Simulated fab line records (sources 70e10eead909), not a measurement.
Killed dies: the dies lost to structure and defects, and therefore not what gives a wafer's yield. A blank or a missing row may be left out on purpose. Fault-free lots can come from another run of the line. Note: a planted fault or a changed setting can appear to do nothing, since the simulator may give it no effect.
What tool caused it? :: flow nand-harc :: 12 lots, 36 wafers sampled, at 5 steps of a route of 1159

== WHAT THE GAUGES SHOWED, per wafer ==
NHARC_END_SORT_01. Usual: defect-limited-yield 95.3 %, standard deviation 1.3; killed-at-array 28, standard deviation 9.1; killed-at-other 0.6, standard deviation 0.87; killed-at-periphery 3.4, standard deviation 2.7; killed-dies 32, standard deviation 9; killed-open 3.2, standard deviation 1.9; killed-short 2.0, standard deviation 1.3; sort_bin_2_pct 1.5 %, standard deviation 0.57; sort_bin_3_pct 0.26 %, standard deviation 0.22; sort_bin_4_pct 2.9 %, standard deviation 0.91; sort-n-pass 645, standard deviation 9; sort-rim-yield-pct 93 %, standard deviation 3.3; sort-yield-pct 95.3 %, standard deviation 1.3.
lot: L467
measured: day 19 20:50
on: prober-02
defect-limited-yield (%): 95.7 96.9 94.4
killed-at-array: 28 20 34
killed-at-other: 0 0 0
killed-at-periphery: 1 1 4
killed-dies: 29 21 38
killed-open: 2 3 3
killed-short: 1 3 0
sort_bin_2_pct (%): 1.5 0.9 1.5
sort_bin_3_pct (%): 0.59 0.15 0.30
sort_bin_4_pct (%): 2.2 2.1 3.8
sort-n-pass: 648 656 639
sort-rim-yield-pct (%): 92 93 92
sort-yield-pct (%): 95.7 96.9 94.4
flag: 

lot: L470
measured: day 20 03:52
on: prober-02
defect-limited-yield (%): 98.8 97.3 97.8
killed-at-array: 7 13 12
killed-at-other: 0 0 0
killed-at-periphery: 1 5 3
killed-dies: 8 18 15
killed-open: 0 4 5
killed-short: 3 3 3
sort_bin_2_pct (%): 0.3 0.7 0.6
sort_bin_3_pct (%): 0.15 0 0.15
sort_bin_4_pct (%): 0.7 1.9 1.5
sort-n-pass: 669 659 662
sort-rim-yield-pct (%): 98 97 96
sort-yield-pct (%): 98.8 97.3 97.8
flag: 

lot: L469
measured: day 19 07:45
on: prober-02
defect-limited-yield (%): 96.2 95.0 96.0
killed-at-array: 21 25 22
killed-at-other: 0 0 0
killed-at-periphery: 5 9 5
killed-dies: 26 34 27
killed-open: 0 4 2
killed-short: 2 3 2
sort_bin_2_pct (%): 1.0 1.0 0.6
sort_bin_3_pct (%): 0.30 0.44 0
sort_bin_4_pct (%): 2.5 3.5 3.4
sort-n-pass: 651 643 650
sort-rim-yield-pct (%): 96 95 93
sort-yield-pct (%): 96.2 95.0 96.0
flag: 

lot: L472
measured: day 20 19:25
on: prober-02
defect-limited-yield (%): 96.3 96.3 96.3
killed-at-array: 24 23 24
killed-at-other: 0 1 0
killed-at-periphery: 1 1 1
killed-dies: 25 25 25
killed-open: 4 6 3
killed-short: 1 1 1
sort_bin_2_pct (%): 0.9 1.2 0.6
sort_bin_3_pct (%): 0.59 0.15 0.15
sort_bin_4_pct (%): 2.2 2.4 3.0
sort-n-pass: 652 652 652
sort-rim-yield-pct (%): 97 91 94
sort-yield-pct (%): 96.3 96.3 96.3
flag: 

lot: L473
measured: day 22 05:53
on: prober-02
defect-limited-yield (%): 94.1 93.5 93.2
killed-at-array: 35 35 38
killed-at-other: 0 0 1
killed-at-periphery: 5 9 7
killed-dies: 40 44 46
killed-open: 2 4 7
killed-short: 2 1 1
sort_bin_2_pct (%): 1.8 1.5 2.5
sort_bin_3_pct (%): 0.59 0.30 0
sort_bin_4_pct (%): 3.5 4.7 4.3
sort-n-pass: 637 633 631
sort-rim-yield-pct (%): 91 84 82
sort-yield-pct (%): 94.1 93.5 93.2
flag: 

lot: L475
measured: day 21 13:59
on: prober-02
defect-limited-yield (%): 95.9 95.6 94.8
killed-at-array: 26 25 33
killed-at-other: 1 1 1
killed-at-periphery: 1 4 1
killed-dies: 28 30 35
killed-open: 3 4 2
killed-short: 1 1 4
sort_bin_2_pct (%): 1.0 1.8 1.8
sort_bin_3_pct (%): 0.74 0.15 0.15
sort_bin_4_pct (%): 2.4 2.5 3.2
sort-n-pass: 649 647 642
sort-rim-yield-pct (%): 94 97 94
sort-yield-pct (%): 95.9 95.6 94.8
flag: 

lot: L476
measured: day 22 00:27
on: prober-02
defect-limited-yield (%): 95.7 96.0 95.7
killed-at-array: 28 24 24
killed-at-other: 0 1 1
killed-at-periphery: 1 2 4
killed-dies: 29 27 29
killed-open: 2 1 4
killed-short: 1 2 5
sort_bin_2_pct (%): 0.9 1.0 0.9
sort_bin_3_pct (%): 0.30 0.15 0.44
sort_bin_4_pct (%): 3.1 2.8 3.0
sort-n-pass: 648 650 648
sort-rim-yield-pct (%): 95 93 94
sort-yield-pct (%): 95.7 96.0 95.7
flag: 

lot: L477
measured: day 23 06:07
on: prober-02
defect-limited-yield (%): 0.9 2.8 0.9
killed-at-array: 21 28 26
killed-at-other: 1 0 0
killed-at-periphery: 649 630 645
killed-dies: 671 658 671
killed-open: 0 1 1
killed-short: 3 2 4
sort_bin_2_pct (%): 96.8 93.6 96.2
sort_bin_3_pct (%): 0.15 0.15 0.15
sort_bin_4_pct (%): 2.2 3.4 2.8
sort-n-pass: 6 19 6
sort-rim-yield-pct (%): 3 0 6
sort-yield-pct (%): 0.9 2.8 0.9
flag: OFF

lot: L481
measured: day 22 13:37
on: prober-02
defect-limited-yield (%): 1.2 0.1 0.6
killed-at-array: 28 29 26
killed-at-other: 1 0 0
killed-at-periphery: 640 647 647
killed-dies: 669 676 673
killed-open: 2 3 5
killed-short: 1 2 2
sort_bin_2_pct (%): 95.6 95.7 96.5
sort_bin_3_pct (%): 0.30 0.30 0
sort_bin_4_pct (%): 3.0 3.8 3.0
sort-n-pass: 8 1 4
sort-rim-yield-pct (%): 8 0 2
sort-yield-pct (%): 1.2 0.1 0.6
flag: OFF

lot: L486
measured: day 25 04:08
on: prober-02
defect-limited-yield (%): 93.4 91.4 92.9
killed-at-array: 40 54 44
killed-at-other: 2 0 0
killed-at-periphery: 3 4 4
killed-dies: 45 58 48
killed-open: 5 5 0
killed-short: 0 2 3
sort_bin_2_pct (%): 2.7 2.7 3.5
sort_bin_3_pct (%): 0.44 0.44 0.15
sort_bin_4_pct (%): 3.5 5.5 3.4
sort-n-pass: 632 619 629
sort-rim-yield-pct (%): 85 92 85
sort-yield-pct (%): 93.4 91.4 92.9
flag: 

lot: L488
measured: day 25 19:16
on: prober-01
defect-limited-yield (%): 97.2 96.9 97.2
killed-at-array: 16 18 15
killed-at-other: 1 2 0
killed-at-periphery: 2 1 4
killed-dies: 19 21 19
killed-open: 2 5 3
killed-short: 2 2 3
sort_bin_2_pct (%): 1.2 1.3 0.4
sort_bin_3_pct (%): 0 0.30 0.30
sort_bin_4_pct (%): 1.6 1.5 2.1
sort-n-pass: 658 656 658
sort-rim-yield-pct (%): 99 96 93
sort-yield-pct (%): 97.2 96.9 97.2
flag: 

lot: L489
measured: day 26 03:01
on: prober-01
defect-limited-yield (%): 94.1 95.6 93.5
killed-at-array: 38 28 40
killed-at-other: 1 1 3
killed-at-periphery: 1 1 1
killed-dies: 40 30 44
killed-open: 4 2 0
killed-short: 2 2 4
sort_bin_2_pct (%): 1.8 1.9 1.3
sort_bin_3_pct (%): 0.30 0.44 1.03
sort_bin_4_pct (%): 3.8 2.1 4.1
sort-n-pass: 637 647 633
sort-rim-yield-pct (%): 92 90 92
sort-yield-pct (%): 94.1 95.6 93.5
flag: 

== EACH LOT AND THE TOOL THAT RAN IT (in order: tool; ch and the chambers of the sampled wafers; start) ==
lot: L467
NHARC_P_BONDPAD_ECD_18: ecd-cu-01 ch 0,1, day 6 20:02
NHARC_THIN_TSV_PVD_51: pvd-sputter-01, day 19 12:16 or earlier
NHARC_THIN_TSV_DESCUM_35: rie-diel-10 ch 0,1,3, day 19 12:16
NHARC_THIN_TSV_ETCH_59: rie-metal-03 ch 1, day 19 12:26

lot: L470
NHARC_P_BONDPAD_ECD_18: ecd-cu-02 ch 0,1, day 6 23:18
NHARC_THIN_TSV_PVD_51: pvd-sputter-01, day 19 11:11 or earlier
NHARC_THIN_TSV_DESCUM_35: rie-diel-11 ch 0,1,3, day 19 11:11
NHARC_THIN_TSV_ETCH_59: rie-metal-02 ch 0,1, day 19 11:20

lot: L469
NHARC_P_BONDPAD_ECD_18: ecd-cu-02 ch 0,1, day 7 01:14
NHARC_THIN_TSV_PVD_51: pvd-sputter-01, day 18 21:39 or earlier
NHARC_THIN_TSV_DESCUM_35: rie-diel-11 ch 0,1,3, day 18 21:39
NHARC_THIN_TSV_ETCH_59: rie-metal-03 ch 1, day 18 21:46

lot: L472
NHARC_P_BONDPAD_ECD_18: ecd-cu-01 ch 0,1, day 7 14:51
NHARC_THIN_TSV_PVD_51: pvd-sputter-02, day 19 15:38 or earlier
NHARC_THIN_TSV_DESCUM_35: rie-diel-02 ch 0,1,3, day 19 15:38
NHARC_THIN_TSV_ETCH_59: rie-metal-02 ch 0,1, day 19 15:46

lot: L473
NHARC_P_BONDPAD_ECD_18: ecd-cu-01 ch 0,1, day 8 03:25
NHARC_THIN_TSV_PVD_51: pvd-sputter-03, day 21 13:15 or earlier
NHARC_THIN_TSV_DESCUM_35: rie-diel-10 ch 0,1,2, day 21 13:15
NHARC_THIN_TSV_ETCH_59: rie-metal-02 ch 0,1, day 21 13:23

lot: L475
NHARC_P_BONDPAD_ECD_18: ecd-cu-01 ch 0,1, day 8 09:36
NHARC_THIN_TSV_PVD_51: pvd-sputter-01, day 21 05:08 or earlier
NHARC_THIN_TSV_DESCUM_35: rie-diel-02 ch 0,1,2, day 21 05:08
NHARC_THIN_TSV_ETCH_59: rie-metal-02 ch 0,1, day 21 05:17

lot: L476
NHARC_P_BONDPAD_ECD_18: ecd-cu-01 ch 0,1, day 8 16:47
NHARC_THIN_TSV_PVD_51: pvd-sputter-01, day 21 14:17 or earlier
NHARC_THIN_TSV_DESCUM_35: rie-diel-10 ch 0,1, day 21 14:17
NHARC_THIN_TSV_ETCH_59: rie-metal-03 ch 0, day 21 14:37

lot: L477
NHARC_P_BONDPAD_ECD_18: ecd-cu-01 ch 0,1, day 8 17:59
NHARC_THIN_TSV_PVD_51: -
NHARC_THIN_TSV_DESCUM_35: -
NHARC_THIN_TSV_ETCH_59: -

lot: L481
NHARC_P_BONDPAD_ECD_18: ecd-cu-01 ch 0,1, day 9 14:17
NHARC_THIN_TSV_PVD_51: -
NHARC_THIN_TSV_DESCUM_35: -
NHARC_THIN_TSV_ETCH_59: -

lot: L486
NHARC_P_BONDPAD_ECD_18: ecd-cu-02 ch 0,1, day 11 00:05
NHARC_THIN_TSV_PVD_51: pvd-sputter-02, day 23 05:13 or earlier
NHARC_THIN_TSV_DESCUM_35: rie-diel-02 ch 0,1,2, day 23 05:13
NHARC_THIN_TSV_ETCH_59: rie-metal-03 ch 0,1, day 23 05:19

lot: L488
NHARC_P_BONDPAD_ECD_18: ecd-cu-02 ch 0,1, day 11 11:18
NHARC_THIN_TSV_PVD_51: pvd-sputter-01, day 23 22:04 or earlier
NHARC_THIN_TSV_DESCUM_35: rie-diel-02 ch 1,2, day 23 22:04
NHARC_THIN_TSV_ETCH_59: rie-metal-01 ch 0,1, day 23 22:11

lot: L489
NHARC_P_BONDPAD_ECD_18: ecd-cu-02 ch 0,1, day 11 19:05
NHARC_THIN_TSV_PVD_51: pvd-sputter-01, day 24 09:38 or earlier
NHARC_THIN_TSV_DESCUM_35: rie-diel-02 ch 0,1,3, day 24 09:38
NHARC_THIN_TSV_ETCH_59: rie-metal-01 ch 0,1, day 24 09:46
- NHARC_P_BONDPAD_ECD_18: material Cu, target thk 400 nm.
- NHARC_THIN_TSV_PVD_51: deposits Cu, target thk 100 nm.
- NHARC_THIN_TSV_DESCUM_35: chemistry O2, time 3 s.
- NHARC_THIN_TSV_ETCH_59: etches the open film in Cl2/BCl3, target depth 880 nm, time 138.1 s.

== AS READ BY THE TOOLS THEMSELVES (means over the sampled wafers that have a number; for cases with no such wafer, the mark the record gives instead) ==
NHARC_THIN_TSV_PVD_51. Usual: throttle-valve-pct at 29.7 %, with a standard deviation of 0.8.
lot: L467
tool: pvd-sputter-01
throttle-valve-pct (%): 29.1
flag: 

lot: L470
tool: pvd-sputter-01
throttle-valve-pct (%): 29.3
flag: 

lot: L469
tool: pvd-sputter-01
throttle-valve-pct (%): 29.4
flag: 

lot: L472
tool: pvd-sputter-02
throttle-valve-pct (%): 30.8
flag: 

lot: L473
tool: pvd-sputter-03
throttle-valve-pct (%): 29.9
flag: 

lot: L475
tool: pvd-sputter-01
throttle-valve-pct (%): 29.3
flag: 

lot: L476
tool: pvd-sputter-01
throttle-valve-pct (%): 29.2
flag: 

lot: L486
tool: pvd-sputter-02
throttle-valve-pct (%): 30.0
flag: 

lot: L488
tool: pvd-sputter-01
throttle-valve-pct (%): 29.6
flag: 

lot: L489
tool: pvd-sputter-01
throttle-valve-pct (%): 29.2
flag: 

NHARC_THIN_TSV_DESCUM_35. Usual: drypump-motor-current-A 5.7 A, standard deviation 0.45; o2-flow-sccm 200.0 sccm, standard deviation 0.63; oes-product-au 0.999 a.u., standard deviation 0.0096; rf-vpp-V 57.8 V, standard deviation 0.87; showerhead-plenum-p-Torr 1.92 Torr, standard deviation 0.058; throttle-valve-pct 11.310 %, standard deviation 0.0087.
lot: L467
tool: rie-diel-10
drypump-motor-current-A (A): 5.5
o2-flow-sccm (sccm): 199.5
oes-product-au (a.u.): 1.001
rf-vpp-V (V): 58.1
showerhead-plenum-p-Torr (Torr): 1.87
throttle-valve-pct (%): 11.311
flag: 

lot: L470
tool: rie-diel-11
drypump-motor-current-A (A): 5.6
o2-flow-sccm (sccm): 199.9
oes-product-au (a.u.): 0.989
rf-vpp-V (V): 57.4
showerhead-plenum-p-Torr (Torr): 1.87
throttle-valve-pct (%): 11.307
flag: 

lot: L469
tool: rie-diel-11
drypump-motor-current-A (A): 5.5
o2-flow-sccm (sccm): 200.0
oes-product-au (a.u.): 0.994
rf-vpp-V (V): 58.6
showerhead-plenum-p-Torr (Torr): 1.87
throttle-valve-pct (%): 11.313
flag: 

lot: L472
tool: rie-diel-02
drypump-motor-current-A (A): 5.9
o2-flow-sccm (sccm): 200.0
oes-product-au (a.u.): 0.995
rf-vpp-V (V): 58.2
showerhead-plenum-p-Torr (Torr): 1.98
throttle-valve-pct (%): 11.311
flag: 

lot: L473
tool: rie-diel-10
drypump-motor-current-A (A): 5.8
o2-flow-sccm (sccm): 199.8
oes-product-au (a.u.): 1.006
rf-vpp-V (V): 57.6
showerhead-plenum-p-Torr (Torr): 1.88
throttle-valve-pct (%): 11.308
flag: 

lot: L475
tool: rie-diel-02
drypump-motor-current-A (A): 5.8
o2-flow-sccm (sccm): 199.8
oes-product-au (a.u.): 0.996
rf-vpp-V (V): 58.3
showerhead-plenum-p-Torr (Torr): 1.97
throttle-valve-pct (%): 11.317
flag: 

lot: L476
tool: rie-diel-10
drypump-motor-current-A (A): 5.4
o2-flow-sccm (sccm): 200.6
oes-product-au (a.u.): 0.995
rf-vpp-V (V): 58.1
showerhead-plenum-p-Torr (Torr): 1.85
throttle-valve-pct (%): 11.313
flag: 

lot: L486
tool: rie-diel-02
drypump-motor-current-A (A): 5.8
o2-flow-sccm (sccm): 200.4
oes-product-au (a.u.): 1.009
rf-vpp-V (V): 57.6
showerhead-plenum-p-Torr (Torr): 1.96
throttle-valve-pct (%): 11.310
flag: 

lot: L488
tool: rie-diel-02
drypump-motor-current-A (A): 5.6
o2-flow-sccm (sccm): 200.0
oes-product-au (a.u.): 1.009
rf-vpp-V (V): 57.7
showerhead-plenum-p-Torr (Torr): 1.93
throttle-valve-pct (%): 11.314
flag: 

lot: L489
tool: rie-diel-02
drypump-motor-current-A (A): 5.9
o2-flow-sccm (sccm): 200.3
oes-product-au (a.u.): 0.997
rf-vpp-V (V): 58.1
showerhead-plenum-p-Torr (Torr): 1.98
throttle-valve-pct (%): 11.316
flag: 

NHARC_THIN_TSV_ETCH_59. Usual: drypump-motor-current-A 5.8 A, standard deviation 0.47; oes-product-au 0.999 a.u., standard deviation 0.012; rf-fwd-power-W 896 W, standard deviation 3.2; throttle-valve-pct 22.264 %, standard deviation 0.0092.
lot: L467
tool: rie-metal-03
drypump-motor-current-A (A): 6.1
oes-product-au (a.u.): 1.009
rf-fwd-power-W (W): 897
throttle-valve-pct (%): 22.266
flag: 

lot: L470
tool: rie-metal-02
drypump-motor-current-A (A): 5.4
oes-product-au (a.u.): 0.994
rf-fwd-power-W (W): 896
throttle-valve-pct (%): 22.265
flag: 

lot: L469
tool: rie-metal-03
drypump-motor-current-A (A): 6.0
oes-product-au (a.u.): 1.004
rf-fwd-power-W (W): 901
throttle-valve-pct (%): 22.258
flag: 

lot: L472
tool: rie-metal-02
drypump-motor-current-A (A): 5.2
oes-product-au (a.u.): 1.006
rf-fwd-power-W (W): 893
throttle-valve-pct (%): 22.269
flag: 

lot: L473
tool: rie-metal-02
drypump-motor-current-A (A): 5.4
oes-product-au (a.u.): 1.003
rf-fwd-power-W (W): 895
throttle-valve-pct (%): 22.263
flag: 

lot: L475
tool: rie-metal-02
drypump-motor-current-A (A): 5.4
oes-product-au (a.u.): 0.998
rf-fwd-power-W (W): 896
throttle-valve-pct (%): 22.265
flag: 

lot: L476
tool: rie-metal-03
drypump-motor-current-A (A): 6.5
oes-product-au (a.u.): 1.003
rf-fwd-power-W (W): 894
throttle-valve-pct (%): 22.263
flag: 

lot: L486
tool: rie-metal-03
drypump-motor-current-A (A): 6.2
oes-product-au (a.u.): 1.012
rf-fwd-power-W (W): 899
throttle-valve-pct (%): 22.261
flag: 

lot: L488
tool: rie-metal-01
drypump-motor-current-A (A): 5.8
oes-product-au (a.u.): 0.998
rf-fwd-power-W (W): 896
throttle-valve-pct (%): 22.263
flag: 

lot: L489
tool: rie-metal-01
drypump-motor-current-A (A): 5.8
oes-product-au (a.u.): 1.001
rf-fwd-power-W (W): 898
throttle-valve-pct (%): 22.256
flag: 

== THE ANSWER, worked out from the rows above alone ==
Rule: a lot counts as off when the mean over its wafers that have a number is more than 3 standard deviations away from the usual mean. A lot without any number at a reading at which 4 lots or more have one is off too. The other lots that the step has rows for count as sound. The gauges are gone through in route order, then the tools' own readings, and for those a lot's mean is taken as printed above. The first step at which some lot is off is used, and at that step the reading that is off furthest; a lot without a number counts as furthest.
Off, at NHARC_END_SORT_01 on killed-at-periphery: L477, L481.
If a tool, at a process step before that reading, ran all the lots that are off and no sound lot after the first of them, it fits. Gauges at NHARC_END_SORT_01: tried the same way as those tools. NHARC_THIN_TSV_PVD_51: start missing for some lots; hours and lot order therefore follow NHARC_THIN_TSV_DESCUM_35. One candidate fits, namely ecd-cu-01 at NHARC_P_BONDPAD_ECD_18. A fault onset in the window from L476 (day 8 16:47, its last sound lot) to L477 (day 8 17:59, its first lot off) fits.

== WHAT HAD BEEN PUT IN BY THE SIMULATOR ==
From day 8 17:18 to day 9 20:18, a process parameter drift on ecd-cu-01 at NHARC_P_BONDPAD_ECD_18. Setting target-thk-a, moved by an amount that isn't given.
Struck lots among those shown: L481, L477. Same finding as the rule above.
